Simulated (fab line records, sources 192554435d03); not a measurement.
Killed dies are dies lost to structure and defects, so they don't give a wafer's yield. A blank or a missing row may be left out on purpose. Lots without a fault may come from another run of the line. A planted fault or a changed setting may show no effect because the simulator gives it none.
Problem report in the 8D (eight disciplines) form, filled by code | flow n5_finfet | the parts of the form that need people (team, actions taken, sign-off) are left out

1. THE PROBLEM
etch_rf_on_time_s at N5_BEOL_M4_ETCH_74 reads a mean of 6.22 s on 6 wafers of 2 lots; wafers without a fault read 5.21 s with a standard deviation of 0.12. That is +8.4 standard deviations from the usual mean.
The step: etches underlayer in N2/H2, target depth 6.5 nm, time 5.2 s.
First seen on wafer L651.1, day 13 03:11, on rie_diel-06. The record holds 29 wafers of 10 lots with a number at this step. Rule for "out", or "out of limits": more than 4 standard deviations from the usual mean. The other wafers with a number count as sound.

2. WHAT IT IS AND WHAT IT IS NOT
question                    | is                     | is not
which readings at this step | etch_rf_on_time_s      | chamber_pressure_mTorr, drypump_motor_current_A, oes_product_au, rf_vpp_V, showerhead_plenum_p_Torr, throttle_valve_pct
which lots                  | L651, L652             | L633, L635, L637, L638, L641, L643, L654, L655
which wafers of those lots  | all that have a number | -
read on which tools         | rie_diel-06            | rie_diel-03, rie_diel-04
when                        | from day 13 03:11      | up to then (17 sound wafers); but 6 sound wafers of L654, L655 came after

3. SUSPECTS, AND WHAT RULES EACH OUT
Counting: a tool at a process step up to the reading stays a suspect if it ran every lot that is out and no sound lot after the first of them.
- cvd_co-01 at N5_BEOL_M3_PRE_CLEAN_60 (time 15 s): ruled out as a lasting fault. Sound lots L654 ran on it after its first lot that is out, L651 (day 13 00:08).
- pvd_sputter-01 at N5_BEOL_M4_HM_DEP_02 (deposits TiN, target thk 20 nm): kept. It ran every lot that is out, first L651 (day 13 02:19), and no sound lot after that; its last sound lot up to then is L643 (day 10 09:05).
- rie_diel-06 at N5_BEOL_M4_ETCH_74 (etches underlayer in N2/H2, target depth 6.5 nm, time 5.2 s): kept. It ran every lot that is out, first L651 (day 13 03:11), and no sound lot after that; its last sound lot up to then is L641 (day 9 16:29). Its own readings are out on those wafers: etch_rf_on_time_s.
Left after counting: pvd_sputter-01 at N5_BEOL_M4_HM_DEP_02, rie_diel-06 at N5_BEOL_M4_ETCH_74.

4. THE CAUSE (what the simulator had put in)
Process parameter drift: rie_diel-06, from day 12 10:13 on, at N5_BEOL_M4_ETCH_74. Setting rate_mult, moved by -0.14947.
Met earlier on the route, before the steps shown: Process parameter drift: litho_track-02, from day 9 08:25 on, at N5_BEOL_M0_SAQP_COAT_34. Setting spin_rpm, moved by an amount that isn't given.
Counting left 2 suspects, and this tool is among them.

5. THE CHAIN OF EFFECTS, in route order
Each row: a reading whose mean over the struck wafers that have a number lies more than 3 standard deviations from the usual. Only readings for which the record gives a usual standard deviation are gone through. hours: the time from each lot's start at the first step in this table that gives one to its start at this step, as a median over the lots. sigmas: the change in usual standard deviations.
hours | step               | reading           | usual  | on struck wafers | change | sigmas
0     | N5_BEOL_M4_ETCH_74 | etch_rf_on_time_s | 5.21 s | 6.22             | +1.01  | +8.4
The process steps in it:
- N5_BEOL_M4_ETCH_74: etches underlayer in N2/H2, target depth 6.5 nm, time 5.2 s.
Later measuring or inspecting steps at which every struck wafer that the step has a row for has a number for every such reading, and none has moved that far: N5_BEOL_M4_RC_MEAS_101.

6. WHAT WOULD HAVE CAUGHT IT SOONER
In this record the first reading out of limits was taken at day 13 03:11, 17 hours after the fault began at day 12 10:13.
